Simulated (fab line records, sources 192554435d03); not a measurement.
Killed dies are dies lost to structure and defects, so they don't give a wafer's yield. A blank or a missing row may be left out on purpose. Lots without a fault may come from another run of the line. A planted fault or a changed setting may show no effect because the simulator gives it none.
Split-lot experiment | flow n5_finfet | 7 lots, 21 wafers read, on a route of 1938 steps

THE SPLIT
At N5_BEOL_M7_DESCUM_33 (chemistry O2, time 7 s), the setting time_s was moved away from the recipe's 7 s on 2 of the 21 wafers read, by -8.6% to +15.0%. The other wafers ran this setting at the recipe's value.

The file shows no step between the split and the reading.

THE READING
CAR-EUV_of_BEOL_M7_COAT_22.thk_nm (the simulator's own value, which no gauge read), in nm, at N5_BEOL_M7_ETCH_72 (etches underlayer in N2/H2, target depth 6.5 nm, time 5.2 s). The file gives no usual value for it. The 19 wafers here that ran the recipe average 20.3 nm, standard deviation 0.096 nm.

wafer  | tool, chamber at the split | time_s as run, s | against the recipe | CAR-EUV_of_BEOL_M7_COAT_22.thk_nm, nm | against lot-mates on the recipe
L078.4 | rie_diel-04, 0,3           | 7                | recipe             | 20.2                                  | -
L078.5 | rie_diel-04, 0,3           | 7                | recipe             | 20.2                                  | -
L078.6 | rie_diel-04, 2             | 6.396            | -8.6%              | 20.6                                  | +0.4
L082.1 | rie_diel-06, 0,2,3         | 7                | recipe             | 20.2                                  | -
L082.3 | rie_diel-06, 0,2,3         | 7                | recipe             | 20.4                                  | -
L082.4 | rie_diel-06, 0,2,3         | 7                | recipe             | 20.4                                  | -
L083.1 | rie_diel-04, 3,1           | 7                | recipe             | 20.4                                  | -
L083.5 | rie_diel-04, 3,1           | 7                | recipe             | 20.4                                  | -
L083.4 | rie_diel-04, 1             | 8.05             | +15.0%             | 19.8                                  | -0.6
L086.2 | rie_diel-04, 3,2,1         | 7                | recipe             | 20.2                                  | -
L086.6 | rie_diel-04, 3,2,1         | 7                | recipe             | 20.2                                  | -
L086.5 | rie_diel-04, 3,2,1         | 7                | recipe             | 20.4                                  | -
L091.4 | rie_diel-04, 2,0,3         | 7                | recipe             | 20.4                                  | -
L091.6 | rie_diel-04, 2,0,3         | 7                | recipe             | 20.4                                  | -
L091.5 | rie_diel-04, 2,0,3         | 7                | recipe             | 20.2                                  | -
L095.2 | rie_diel-04, 3,0,2         | 7                | recipe             | 20.4                                  | -
L095.6 | rie_diel-04, 3,0,2         | 7                | recipe             | 20.4                                  | -
L095.3 | rie_diel-04, 3,0,2         | 7                | recipe             | 20.2                                  | -
L097.1 | rie_diel-06, 2,0,3         | 7                | recipe             | 20.4                                  | -
L097.2 | rie_diel-06, 2,0,3         | 7                | recipe             | 20.4                                  | -
L097.6 | rie_diel-06, 2,0,3         | 7                | recipe             | 20.4                                  | -
Where a row lists several chambers, the file gives one row for several wafers and doesn't say which wafer went through which chamber.

THE FIT
A straight line over all 21 wafers: CAR-EUV_of_BEOL_M7_COAT_22.thk_nm changes by -0.0342 nm for each +1% of time_s; r = -0.81; the points scatter about the line by 0.097 nm.
The same after taking each lot's own level away (the mean of its wafers on the recipe; 21 wafers): -0.0416 nm for each +1%; r = -0.91; scatter 0.076 nm.
On that fit, the largest move of time_s shifts the reading by 0.62 nm.
The lots' own levels span 20.20 to 20.40 nm, that is 2.1 times the standard deviation above.
So the lot-to-lot level changes the slope: the two fits differ.
Check: with one of the wafers moved furthest among these (+15.0%) left out of the fit, the line predicts -0.695 nm for it against its lot-mates. It came out at -0.6 nm against them.

OTHER SPLITS ON THESE WAFERS
These wafers also went through other splits before the reading. Each is held against what the fit with the lots' levels taken away leaves over:
other split on the same wafers | wafers away from the commonest value | r with CAR-EUV_of_BEOL_M7_COAT_22.thk_nm (lot level and that fit taken away)
N5_BEOL_M3_ILD_DEP_00 time_s   | 7                                    | -0.08
N5_BEOL_M3_ETCH_70 bias_w      | 4                                    | -0.38
N5_BEOL_M6_EXPOSE_08 dose_mj   | 4                                    | +0.15

THE FILE'S OWN FIT
CAR-EUV_of_BEOL_M7_COAT_22.thk_nm changes by -0.0416 nm for each +1% of time_s, r = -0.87.
